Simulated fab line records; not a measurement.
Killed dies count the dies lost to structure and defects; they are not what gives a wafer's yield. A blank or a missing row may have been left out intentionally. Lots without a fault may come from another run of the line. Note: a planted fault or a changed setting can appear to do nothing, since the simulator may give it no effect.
Chamber matching | flow nand-harc | NHARC_P_GATE_DEP_103 on pecvd-02 has 3 sister chambers
The step deposits SiON, target thk 30 nm. 6 wafers are shown with their chamber, then 12 later ones without.

## WAFERS WITH THEIR CHAMBER
wafer  | chamber | heater-power-w (W)
L084.1 | 0       | 781
L085.1 | 0       | 808
L085.6 | 1       | 769
L087.1 | 2       | 830
L087.2 | 1       | 847
L087.6 | 2       | 841

## WAFERS MISSING THEIR CHAMBER
wafer  | heater-power-w (W)
L089.2 | 724
L089.4 | 767
L089.5 | 750
L092.1 | 794
L092.3 | 816
L092.5 | 802
L095.1 | 719
L095.4 | 835
L095.5 | 724
L096.4 | 848
L096.5 | 847
L096.6 | 848

## CHAMBER TAKEN BY EACH
wafer  | from the rows above          | in truth
L089.2 | can't be placed: 0 or 1 or 2 | 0
L089.4 | can't be placed: 0 or 1 or 2 | 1
L089.5 | can't be placed: 0 or 1 or 2 | 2
L092.1 | can't be placed: 0 or 1 or 2 | 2
L092.3 | can't be placed: 1 or 2 or 0 | 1
L092.5 | can't be placed: 1 or 0 or 2 | 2
L095.1 | can't be placed: 0 or 1 or 2 | 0
L095.4 | can't be placed: 2 or 1 or 0 | 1
L095.5 | can't be placed: 0 or 1 or 2 | 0
L096.4 | can't be placed: 2 or 1 or 0 | 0
L096.5 | can't be placed: 2 or 1 or 0 | 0
L096.6 | can't be placed: 2 or 1 or 0 | 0
Correctly placed: 0 of 12. Unplaceable from these rows: 12, with the true chamber sitting among the candidates in 12. Wrongly placed: 0.
How it was worked out, from the rows above alone: a wafer's distance from a chamber is the root of the sum, over the readings, of the square of ((its reading less the chamber's mean) divided by the reading's scatter). If the next closest chamber is less than 2 further off than the closest, the wafer can't be placed; otherwise it belongs to the closest. Each chamber's mean is taken over the wafers shown for it. The scatter: take each reading less its chamber's mean, square it, sum over the shown wafers, divide by the number of wafers less the number of chambers, and take the root.
